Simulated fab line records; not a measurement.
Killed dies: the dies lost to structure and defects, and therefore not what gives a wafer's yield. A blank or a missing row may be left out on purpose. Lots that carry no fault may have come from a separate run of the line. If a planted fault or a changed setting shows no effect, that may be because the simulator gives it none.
What tool caused it?    flow nand_harc    Sampling: 6 lots, 18 wafers, 5 of 1159 route steps

WHAT THE GAUGES SHOWED, per wafer
NHARC_END_SORT_01.
lot   measured      on         killed_at_array
L495  day 20 20:29  prober-02  19 30 27
L499  day 22 02:11  prober-02  29 28 27
L503  day 22 16:02  prober-01  42 35 46
L507  day 23 12:49  prober-01  672 670 670
L511  day 24 12:21  prober-01  49 50 45
L514  day 26 19:52  prober-02  29 19 19

WHICH TOOL RAN EACH LOT (tool, then ch and the chambers of the sampled wafers, then the start)
lot   NHARC_A_STAIRCASE_STRIP_475                    NHARC_A_SGD_CUT_DESCUM_14           NHARC_A_SGD_CUT_ETCH_15             NHARC_A_SGD_CUT_CMP_21
L495  rie_diel-11 ch 1,2,3, day 14 11:13 or earlier  rie_diel-13 ch 0,1,2, day 14 11:13  rie_diel-13 ch 0,1,2, day 14 11:41  cmp-01 ch 0,2,3, day 14 16:09
L499  rie_diel-12 ch 0,1,3, day 16 02:58 or earlier  rie_diel-13 ch 2,3, day 16 02:58    rie_diel-13 ch 2,3, day 16 03:41    cmp-01 ch 0,1, day 16 08:27
L503  rie_diel-11 ch 0,1,2, day 17 04:15 or earlier  rie_diel-05 ch 0,1,2, day 17 04:15  rie_diel-05 ch 1,2,3, day 17 04:44  cmp-04 ch 1,3, day 17 08:49
L507  rie_diel-12 ch 1,2, day 17 23:19 or earlier    rie_diel-05 ch 0,2,3, day 17 23:19  rie_diel-05 ch 0,1,2, day 17 23:47  cmp-03 ch 1,2, day 18 05:10
L511  rie_diel-11 ch 0,1,3, day 18 23:35             rie_diel-06 ch 1,2,3, day 19 01:12  rie_diel-06 ch 0,1,2, day 19 01:43  cmp-03 ch 1,2,3, day 19 06:39
L514  rie_diel-12 ch 1,3, day 20 02:28               rie_diel-05 ch 1,3, day 20 04:13    rie_diel-05 ch 0,2, day 20 04:42    cmp-01 ch 0,1, day 20 10:47
- NHARC_A_STAIRCASE_STRIP_475: strips in O2, time 20 s.
- NHARC_A_SGD_CUT_DESCUM_14: chemistry O2, time 3 s.
- NHARC_A_SGD_CUT_ETCH_15: etches the open film in CH3F/O2, target depth 75 nm, time 64.3 s.
- NHARC_A_SGD_CUT_CMP_21: polishes, target thk 148.19 nm.

THE ANSWER, worked out from the rows above alone
Rule: what is usual is taken from the lots themselves. Put in order of their means at a reading, lots are off if they are a third of the lots or fewer, leave a main group of 4 or more, and stand apart from it by a gap of 3 or more times the standard deviation of the main group's means; of several such gaps the widest counts. Not used: any main group whose means are identical at the precision the tables above print for the reading. A lot without any number at a reading at which 4 lots or more have one is off too. Any other lot the step has rows for is counted as sound.
Off: L507 (NHARC_END_SORT_01, killed_at_array). Main group: mean 33, sd 9.9.
A tool fits if, at a process step before that reading, it ran every lot that is off, and no sound lot after the first of them. Those tools and the gauges at NHARC_END_SORT_01 are tried in the same way. NHARC_A_STAIRCASE_STRIP_475 gives no start for some lots, so the hours and the order of its lots are those of NHARC_A_SGD_CUT_DESCUM_14. Not one of the candidates tried fits.

WHAT THE SIMULATOR HAD PUT IN
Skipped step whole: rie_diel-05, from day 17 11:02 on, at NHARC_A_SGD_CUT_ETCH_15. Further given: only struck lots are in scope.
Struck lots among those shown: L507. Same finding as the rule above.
